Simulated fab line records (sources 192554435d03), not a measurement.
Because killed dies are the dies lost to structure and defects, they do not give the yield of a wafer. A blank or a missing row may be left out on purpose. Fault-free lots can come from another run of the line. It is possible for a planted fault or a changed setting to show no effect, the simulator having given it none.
fab line records | flow n5_finfet
record: lots: 7 | wafers: 39
route steps=1938 shown DUMMY_GATE@237 SD_EPI_N@288 HKMG_FIN@402 MOL_CONTACT_COAG@535 BEOL_M4@1111
start_h: hours from the record's first day to the start of the lot's first wafer shown | wait_h: hours from the lot's prior step to this one | " repeats the value in the row above | L1.1+2: several wafers, shown together as one row | - value missing, or start not given | * or withheld: withheld | < > ~ a bound
route shown NAME@n: names a module that has steps shown in the file, with the first one's number in the route | usual: mean/standard deviation taken from wafers without a fault | same: alike in all rows | chamber/n: place in a boat | sites: each site's reading | _std_site: the values' standard deviation | _edge_site: the outer-site mean with the inner-site mean subtracted | radius_mm: how far each site lies from the wafer's centre | mask NAME#n: copy n | behind: tool/chamber where the wafer was last shaped | hold: what put the lot on hold/how long, in hours/how the hold closed | device: whichever transistor did not switch (one of n, p or np) | end of line: tests of these same wafers at the route's end | a step without rows: its recipe alone | killed: the dies lost at the first sort to structure and to defects; this is not the yield of the wafer | map: dies across one wafer; x = killed, . = not, _ = none there
set.NAME: the setting that was run; set.NAME@STEP: the one run at that earlier step | model.NAME: the simulator's own value behind a step, which no gauge read
lots run with intentionally changed settings; tables by step, rows by wafer
== steps ==
step: N5_DUMMY_GATE_ETCH_37
recipe: chemistry: N2/H2 | target: SOC | target_depth_a: 600 | overetch_a: 300 | temp_c: 40 | ion_energy_ev: 200 | pressure_mtorr: 30 | source_w: 840 | bias_w: 150 | n2_flow_sccm: 200 | h2_flow_sccm: 200
step: N5_SD_EPI_N_EPI_21
recipe: material: Si:P | dopant: P | temp_c: 680 | pressure_torr: 255 | time_s: 690
step: N5_HKMG_FIN_ETCH_54
recipe: chemistry: CF4 | target: SiARC | target_depth_a: 455 | mask_material: CAR-ArF | time_s: 75.8 | ion_energy_ev: 80 | pressure_mtorr: 40 | source_w: 545 | bias_w: 36 | Ar_flow_sccm: 100 | cf4_flow_sccm: 100 | ends: cleared
step: N5_HKMG_FIN_ETCH_55
recipe: chemistry: N2/H2 | target: SOC | target_depth_a: 2400 | temp_c: 40 | time_s: 300 | ion_energy_ev: 200 | mask_material: SiARC | pressure_mtorr: 30 | source_w: 840 | bias_w: 150 | n2_flow_sccm: 200 | h2_flow_sccm: 200
step: N5_HKMG_FIN_ALD_36
recipe: material: TiN | target_thk_a: 10 | temp_c: 400 | ald_precursor_family: TiCl4 | ald_co_reactant: NH3 | pulse_time_s: 1 | purge_time_s: 3 | co_reactant_purge_time_s: 2 | co_reactant_pulse_time_s: 2 | ald_cycles: 47 | pressure_torr: 3
step: N5_MOL_CONTACT_COAG_CONTACT_ETCH_14
recipe: chemistry: C4F6/O2 | target: SiO2 | target_depth_a: 275 | overetch_a: 85 | mask_material: SOC | pressure_mtorr: 30 | source_w: 370 | bias_w: 185 | Ar_flow_sccm: 300 | C4F6_flow_sccm: 16 | O2_flow_sccm: 10 | time_s: 20 | ion_energy_ev: 259.6
step: N5_BEOL_M4_RC_MEAS_101
usual: RS_SD_N: 28.43/0.29
lot.wafer | tool      | chamber | start_h | wait_h | set.source_w@DUMMY_GATE_ETCH_37 | set.temp_c@SD_EPI_N_EPI_21 | set.source_w@HKMG_FIN_ETCH_54 | set.h2_flow_sccm@HKMG_FIN_ETCH_55 | set.temp_c@HKMG_FIN_ALD_36 | set.source_w@MOL_CONTACT_COAG_CONTACT_ETCH_14 | RS_SD_N[ohm/sq]
L075.1    | prober-02 | 0       | 171.90  | 0.0    | 905.7                           | 680                        | 492.5                         | 211.4                             | 416.3                      | 370                                           | 28.70
L075.2    | "         | 0       | "       | "      | 905.7                           | 680                        | 492.5                         | 211.4                             | 400                        | 370                                           | 28.50
L075.3    | "         | 0       | "       | "      | 840                             | 680                        | 545                           | 200                               | 416.3                      | 370                                           | 28.66
L075.4    | "         | 0       | "       | "      | 840                             | 680                        | 492.5                         | 200                               | 416.3                      | 370                                           | 28.52
L075.5    | "         | 0       | "       | "      | 905.7                           | 680                        | 545                           | 200                               | 400                        | 370                                           | 28.64
L075.6    | "         | 0       | "       | "      | 840                             | 680                        | 545                           | 211.4                             | 400                        | 370                                           | 28.31
L078.1    | prober-01 | 0       | 186.88  | 0.0    | 840                             | 680                        | 545                           | 200                               | 400                        | 370                                           | 28.37
L078.3    | "         | 0       | "       | "      | 840                             | 680                        | 545                           | 200                               | 400                        | 370                                           | 28.22
L078.4    | "         | 0       | "       | "      | 840                             | 680                        | 545                           | 200                               | 400                        | 370                                           | 28.21
L079.1    | prober-02 | 0       | 195.21  | 0.0    | 928.9                           | 678.5                      | 545                           | 200                               | 400                        | 336.1                                         | 29.05
L079.2    | "         | 0       | "       | "      | 928.9                           | 678.5                      | 629.8                         | 189.6                             | 417.5                      | 336.1                                         | 28.63
L079.3    | "         | 0       | "       | "      | 840                             | 678.5                      | 545                           | 189.6                             | 400                        | 370                                           | 28.39
L079.4    | "         | 0       | "       | "      | 840                             | 680                        | 545                           | 200                               | 417.5                      | 336.1                                         | 27.99
L079.5    | "         | 0       | "       | "      | 840                             | 680                        | 629.8                         | 189.6                             | 400                        | 370                                           | 28.34
L079.6    | "         | 0       | "       | "      | 928.9                           | 680                        | 629.8                         | 200                               | 417.5                      | 370                                           | 27.80
L081.1    | prober-01 | 0       | 202.37  | 0.0    | 840                             | 678.6                      | 545                           | 190.2                             | 405.8                      | 370                                           | 28.91
L081.2    | "         | 0       | "       | "      | 840                             | 680                        | 545                           | 200                               | 400                        | 402.5                                         | 28.46
L081.3    | "         | 0       | "       | "      | 743.6                           | 680                        | 545                           | 200                               | 405.8                      | 402.5                                         | 28.64
L081.4    | "         | 0       | "       | "      | 743.6                           | 678.6                      | 545                           | 200                               | 400                        | 370                                           | 28.66
L081.5    | "         | 0       | "       | "      | 743.6                           | 678.6                      | 545                           | 190.2                             | 405.8                      | 402.5                                         | 29.15
L081.6    | "         | 0       | "       | "      | 840                             | 680                        | 545                           | 190.2                             | 400                        | 370                                           | 28.32
L083.1    | prober-02 | 0       | 209.84  | 0.0    | 683.9                           | 680                        | 509.8                         | 215.7                             | 400                        | 370                                           | 28.53
L083.2    | "         | 0       | "       | "      | 840                             | 682                        | 545                           | 215.7                             | 400                        | 421.1                                         | 27.59
L083.3    | "         | 0       | "       | "      | 840                             | 682                        | 545                           | 215.7                             | 386                        | 421.1                                         | 27.60
L083.4    | "         | 0       | "       | "      | 683.9                           | 680                        | 545                           | 200                               | 386                        | 370                                           | 28.51
L083.5    | "         | 0       | "       | "      | 683.9                           | 682                        | 509.8                         | 200                               | 400                        | 370                                           | 27.67
L083.6    | "         | 0       | "       | "      | 840                             | 680                        | 509.8                         | 200                               | 386                        | 421.1                                         | 27.87
L085.1    | prober-02 | 0       | 225.16  | 0.0    | 840                             | 683.2                      | 601.2                         | 194                               | 382                        | 338.1                                         | 27.18
L085.2    | "         | 0       | "       | "      | 796.9                           | 680                        | 601.2                         | 200                               | 400                        | 370                                           | 28.35
L085.3    | "         | 0       | "       | "      | 796.9                           | 680                        | 545                           | 194                               | 400                        | 338.1                                         | 28.66
L085.4    | "         | 0       | "       | "      | 840                             | 683.2                      | 545                           | 200                               | 400                        | 370                                           | 27.41
L085.5    | "         | 0       | "       | "      | 796.9                           | 683.2                      | 545                           | 194                               | 382                        | 370                                           | 27.35
L085.6    | "         | 0       | "       | "      | 840                             | 680                        | 601.2                         | 200                               | 382                        | 338.1                                         | 28.60
L097.1    | prober-01 | 0       | 296.55  | 0.0    | 717.2                           | 680                        | 545                           | 200                               | 400                        | 302.8                                         | 28.21
L097.2    | "         | 0       | "       | "      | 717.2                           | 675.7                      | 607.4                         | 200                               | 400                        | 370                                           | 30.32
L097.3    | "         | 0       | "       | "      | 717.2                           | 680                        | 607.4                         | 200                               | 400                        | 370                                           | 28.44
L097.4    | "         | 0       | "       | "      | 840                             | 675.7                      | 545                           | 200                               | 400                        | 302.8                                         | 30.93
L097.5    | "         | 0       | "       | "      | 840                             | 680                        | 607.4                         | 200                               | 400                        | 302.8                                         | 28.49
L097.6    | "         | 0       | "       | "      | 840                             | 675.7                      | 545                           | 200                               | 400                        | 370                                           | 30.91
== key ==
split: step: N5_DUMMY_GATE_ETCH_37 | setting: source_w | stated_as: 840
response none clear
split: step: N5_SD_EPI_N_EPI_21 | setting: temp_c | stated_as: 680
response: step: N5_BEOL_M4_RC_MEAS_101 | reading: RS_SD_N | slope: -3.09 | per: 1% | together_with: all | explained: 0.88
split: step: N5_HKMG_FIN_ETCH_54 | setting: source_w | stated_as: 545
response none clear
split: step: N5_HKMG_FIN_ETCH_55 | setting: h2_flow_sccm | stated_as: 200
response none clear
split: step: N5_HKMG_FIN_ALD_36 | setting: temp_c | stated_as: 400
response none clear
split: step: N5_MOL_CONTACT_COAG_CONTACT_ETCH_14 | setting: source_w | stated_as: 370
response none clear
